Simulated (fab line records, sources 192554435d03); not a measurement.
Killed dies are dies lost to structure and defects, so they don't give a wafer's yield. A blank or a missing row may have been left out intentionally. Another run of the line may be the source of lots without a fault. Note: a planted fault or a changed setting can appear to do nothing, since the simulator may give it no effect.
fab line records | flow n5-finfet | part 2 of 2: steps 5 to 6 of 6
[record] lots = 23 wafers = 69 last-day = 18
route steps=1938 shown BEOL_M5@1162 BEOL_M6@1214
lots that met no fault: from a run of the same line without faults
start-h: hours from the record's first day to the start of the lot's first wafer shown | wait-h: how many hours have passed since the lot's step before this one | " identical to the entry in the row above | L1.1+2: one row covering several wafers at once | - either no value or no given start | * or withheld: withheld | < > ~ a bound
route shown NAME@n: names a module that has steps shown in the file, with the first one's number in the route | usual: mean/standard deviation of fault-free wafers | same: alike in all rows | chamber/n: place in a boat | sites: readings site by site | _std_site: the values' standard deviation | _edge_site: mean of outer sites minus mean of inner sites | radius-mm: how far each site lies from the wafer's centre | mask NAME#n: copy n | behind: tool/chamber where the wafer was last shaped | hold: why the lot was held/for how many hours/how that ended | device: the n, p or np transistor that did not switch | end of line: the same wafers' tests at the end of the route | where a step has no rows: the recipe by itself | killed: not the wafer's yield, but the dies lost to structure and defects at the first sort | map: a wafer's dies, x killed, . not, _ none there
set.NAME: the setting the step ran with; set.NAME@STEP: the setting that earlier step ran with | model.NAME: the simulator's own value behind a step, which no gauge read
steps of the route over a sample of lots; a table a step, a row a wafer
services: when a tool's chamber went out of use (start-h, in hours from the record's first day, below 0 if earlier), for how many hours, and the reason
[[steps]]
[step N5_BEOL_M6_STRIP_80]
[recipe] chemistry = N2/H2 time-s = 10 power-w = 450 temp-c = 40 pressure-mtorr = 20 rf-frequency-hz = 6e+07 bias-power-w = 7 n2-flow-sccm = 200 h2-flow-sccm = 200
[usual] drypump-motor-current-A = 5.8/0.37 n2-flow-sccm = 200.0/0.62 oes-product-au = 0.80/0.088 rf-vpp-V = 59.0/0.93 showerhead-plenum-p-Torr = 2.49/0.062 throttle-valve-pct = 23.7/0.32
// columns lot.wafer tool chamber start-h wait-h drypump-motor-current-A n2-flow-sccm oes-product-au rf-hours-counter-h rf-vpp-V showerhead-plenum-p-Torr throttle-valve-pct
L074.1 rie-diel-02 2 - - 6.2 199.7 0.75 185 58.7 2.63 24.0
L074.2 " 3 " " 6.1 200.6 0.72 199 59.0 2.42 24.1
L074.6 " 1 " " 5.0 200.8 0.72 - 57.7 2.42 23.6
L075.1 rie-diel-06 3 - - 6.2 199.1 0.75 165 59.2 2.43 23.7
L075.4 " 0 " " 5.8 200.2 0.92 25 58.0 2.48 23.5
L075.5 " 1 " " 6.0 201.0 0.74 - 59.2 2.54 24.2
L076.1 rie-diel-05 0 - - 5.6 201.5 0.85 66 61.4 2.47 23.5
L076.2 " 1 " " 5.1 198.5 0.93 26 57.5 2.50 23.6
L076.4 " 3 " " 5.7 200.9 0.71 224 57.8 2.50 23.6
L078.3 rie-diel-02 3 - - 6.1 200.6 0.71 203 57.4 2.42 24.1
L078.5 " 3 " " 6.1 200.1 0.70 - 59.2 2.42 24.1
L078.6 " 0 " " 5.9 200.2 0.70 - 58.3 2.40 23.9
L077.2 rie-diel-06 2 - - 5.9 199.8 0.94 20 59.3 2.48 23.1
L077.5 " 2 " " 5.9 200.2 0.94 - 59.1 2.48 23.1
L077.6 " 3 " " 6.2 199.8 0.76 - 57.6 2.43 23.7
L079.2 rie-diel-05 0 - - 5.7 201.0 0.84 72 58.9 2.47 23.5
L079.4 " 2 " " 6.3 199.6 0.91 15 60.4 2.59 23.6
L079.5 " 1 " " 5.1 201.1 0.92 - 58.6 2.49 23.6
L080.3 rie-diel-06 1 - - 6.0 199.6 0.74 185 59.8 2.53 24.2
L080.5 " 3 " " 6.2 200.3 0.75 - 60.0 2.43 23.7
L080.6 " 2 " " 5.9 199.7 0.92 - 58.0 2.47 23.1
L081.1 rie-diel-06 0 - - 5.8 199.7 0.88 43 59.9 2.48 23.5
L081.3 " 1 " " 6.0 200.5 0.73 191 59.9 2.53 24.2
L081.5 " 0 " " 5.8 199.8 0.89 - 59.5 2.48 23.5
L084.2 rie-diel-05 2 - - 6.2 201.0 0.88 27 58.6 2.59 23.6
L084.3 " 3 " " 5.7 199.4 0.70 242 58.5 2.49 23.7
L084.6 " 2 " " 6.2 200.7 0.89 - 60.1 2.59 23.6
L083.2 rie-diel-05 3 - - 5.7 199.9 0.70 242 59.1 2.49 23.6
L083.5 " 1 " " 5.1 200.5 0.90 - 58.9 2.49 23.7
L083.6 " 0 " " 5.7 200.6 0.82 - 58.1 2.47 23.5
L082.1 rie-diel-05 0 - - 5.6 199.4 0.83 84 59.9 2.46 23.5
L082.4 " 3 " " 5.8 200.0 0.70 242 58.1 2.49 23.7
L082.5 " 3 " " 5.7 200.3 0.70 - 59.6 2.49 23.7
L085.1 rie-diel-05 2 - - 6.2 200.2 0.88 29 60.1 2.59 23.6
L085.5 " 1 " " 5.1 199.5 0.88 - 59.1 2.49 23.6
L085.6 " 2 " " 6.3 200.3 0.88 - 59.4 2.59 23.6
L087.1 rie-diel-06 1 - - 6.0 200.4 0.72 193 58.8 2.53 24.2
L087.3 " 2 " " 5.9 199.5 0.91 36 58.3 2.47 23.1
L087.5 " 3 " " 6.2 199.9 0.73 - 58.8 2.42 23.7
L086.1 rie-diel-05 1 - - 5.1 199.6 0.89 49 60.1 2.49 23.6
L086.2 " 3 " " 5.8 199.2 0.70 246 58.6 2.49 23.7
L086.3 " 2 " " 6.2 199.5 0.88 32 59.2 2.58 23.6
L089.1 rie-diel-02 1 - - 5.0 200.1 0.69 220 58.5 2.41 23.7
L089.2 " 0 " " 5.9 200.4 0.68 250 59.2 2.39 24.0
L089.5 " 2 " " 6.1 199.2 0.71 - 59.1 2.61 24.1
L088.2 rie-diel-05 1 - - 5.1 199.5 0.86 62 59.5 2.48 23.7
L088.3 " 0 " " 5.7 199.9 0.81 94 60.2 2.46 23.5
L088.5 " 2 " " 6.3 200.0 0.85 - 61.5 2.58 23.7
L090.3 rie-diel-06 0 - - 5.8 199.8 0.87 56 60.1 2.47 23.5
L090.5 " 1 " " 6.0 200.6 0.71 - 59.5 2.53 24.3
L090.6 " 2 " " 5.9 199.3 0.88 - 58.5 2.46 23.1
L091.2 rie-diel-02 2 - - 6.1 200.7 0.71 221 58.8 2.61 24.1
L091.4 " 3 " " 6.1 199.8 0.68 - 58.8 2.41 24.2
L091.5 " 1 " " 5.0 199.2 0.68 - 57.9 2.41 23.7
L092.2 rie-diel-02 3 - - 6.1 200.4 0.68 234 58.4 2.40 24.2
L092.3 " 2 " " 6.2 200.6 0.72 221 60.2 2.61 24.1
L092.5 " 1 " " 5.0 199.9 0.70 - 59.5 2.41 23.7
L093.1 rie-diel-06 1 - - 5.9 199.7 0.72 208 57.7 2.52 24.2
L093.3 " 3 " " 6.2 199.2 0.72 205 59.2 2.42 23.7
L093.6 " 3 " " 6.2 199.2 0.73 - 57.9 2.42 23.7
L095.3 rie-diel-05 0 - - 5.7 200.9 0.79 103 57.6 2.46 23.5
L095.4 " 3 " " 5.7 199.0 0.96 8 59.0 2.48 23.4
L095.5 " 0 " " 5.7 200.3 0.80 - 58.4 2.46 23.5
L097.1 rie-diel-06 1 - - 6.0 199.2 0.71 216 57.8 2.52 24.3
L097.2 " 0 " " 5.8 201.3 0.85 69 59.8 2.47 23.6
L097.3 " 2 " " 5.9 200.5 0.88 63 59.4 2.46 23.1
L096.3 rie-diel-06 0 - - 5.8 200.5 0.84 75 57.8 2.46 23.6
L096.4 " 1 " " 6.0 199.4 0.69 222 59.4 2.52 24.3
L096.5 " 3 " " 6.2 198.9 0.71 - 58.6 2.41 23.8
[step N5_BEOL_M6_RS_MEAS_57]
[recipe] thk-meas-gauge = four-point-probe reads = Cu_of_BEOL_M6_ECD_50+Co_of_BEOL_M6_CVD_78+TaN_of_BEOL_M6_ALD_77
[usual] M6_RS = 0.288/0.0074
// columns lot.wafer tool chamber start-h wait-h M6_RS[ohm/sq]
L074.1 film-metro-02 - 190.31 0.1 0.292
L074.2 " - " " 0.281
L074.6 " - " " 0.293
L075.1 film-metro-02 - 192.02 0.1 0.282
L075.4 " - " " 0.276
L075.5 " - " " 0.283
L076.1 film-metro-02 - 196.61 0.1 0.274
L076.2 " - " " 0.282
L076.4 " - " " 0.281
L078.3 film-metro-01 - 200.93 0.1 0.287
L078.5 " - " " 0.282
L078.6 " - " " 0.303
L077.2 film-metro-01 - 202.85 0.1 0.277
L077.5 " - " " 0.277
L077.6 " - " " 0.282
L079.2 film-metro-02 - 213.37 0.1 0.285
L079.4 " - " " 0.287
L079.5 " - " " 0.287
L080.3 film-metro-01 - 225.89 0.1 0.286
L080.5 " - " " 0.293
L080.6 " - " " 0.283
L081.1 film-metro-01 - 246.85 0.1 0.284
L081.3 " - " " 0.286
L081.5 " - " " 0.279
L084.2 film-metro-01 - 247.57 0.1 0.289
L084.3 " - " " 0.289
L084.6 " - " " 0.287
L083.2 film-metro-02 - 248.35 0.1 0.295
L083.5 " - " " 0.290
L083.6 " - " " 0.280
L082.1 film-metro-01 - 248.77 0.1 0.287
L082.4 " - " " 0.290
L082.5 " - " " 0.286
L085.1 film-metro-02 - 250.53 0.1 0.282
L085.5 " - " " 0.285
L085.6 " - " " 0.285
L087.1 film-metro-02 - 250.80 0.1 0.293
L087.3 " - " " 0.295
L087.5 " - " " 0.297
L086.1 film-metro-01 - 255.59 0.1 0.288
L086.2 " - " " 0.291
L086.3 " - " " 0.287
L089.1 film-metro-01 - 283.35 0.1 0.304
L089.2 " - " " 0.307
L089.5 " - " " 0.298
L088.2 film-metro-01 - 285.56 0.1 0.284
L088.3 " - " " 0.281
L088.5 " - " " 0.280
L090.3 film-metro-01 - 287.51 0.1 0.281
L090.5 " - " " 0.299
L090.6 " - " " 0.286
L091.2 film-metro-02 - 289.51 0.1 0.296
L091.4 " - " " 0.289
L091.5 " - " " 0.302
L092.2 film-metro-01 - 290.33 0.1 0.295
L092.3 " - " " 0.298
L092.5 " - " " 0.303
L093.1 film-metro-01 - 302.23 0.1 0.292
L093.3 " - " " 0.288
L093.6 " - " " 0.283
L095.3 film-metro-02 - 308.87 0.1 0.283
L095.4 " - " " 0.277
L095.5 " - " " 0.282
L097.1 film-metro-02 - 325.74 0.1 0.299
L097.2 " - " " 0.297
L097.3 " - " " 0.296
L096.3 film-metro-01 - 342.14 0.1 0.290
L096.4 " - " " 0.303
L096.5 " - " " 0.297
[[services]]
// columns tool chamber start-h hours kind
rie-diel-04 - 150.63 0.2 repair
rie-diel-05 0 158.30 8.1 repair
rie-diel-01 2 163.08 6.8 repair
rie-diel-04 0 179.56 5.8 repair
rie-diel-02 2 180.54 3.9 repair
rie-diel-05 3 185.11 4.9 repair
rie-diel-04 3 185.77 45.5 repair
rie-diel-06 2 209.85 1.5 repair
rie-diel-02 - 243.77 0.4 repair
rie-diel-05 0 246.43 14.1 repair
rie-diel-04 1 246.44 6.6 repair
rie-diel-04 2 248.61 3.7 repair
rie-diel-06 1 249.84 9.5 repair
rie-diel-01 0 269.66 2.1 repair
rie-diel-06 0 274.73 1.6 repair
rie-diel-01 0 275.75 4.7 repair
rie-diel-06 0 276.83 7.2 repair
rie-diel-03 3 282.13 10.9 repair
rie-diel-02 0 286.55 12.4 repair
rie-diel-03 - 298.97 15.6 pm
rie-diel-02 - 320.74 3.6 repair
rie-diel-01 2 321.53 13.2 repair
rie-diel-04 1 326.25 8.7 repair
rie-diel-02 2 328.81 3.2 repair
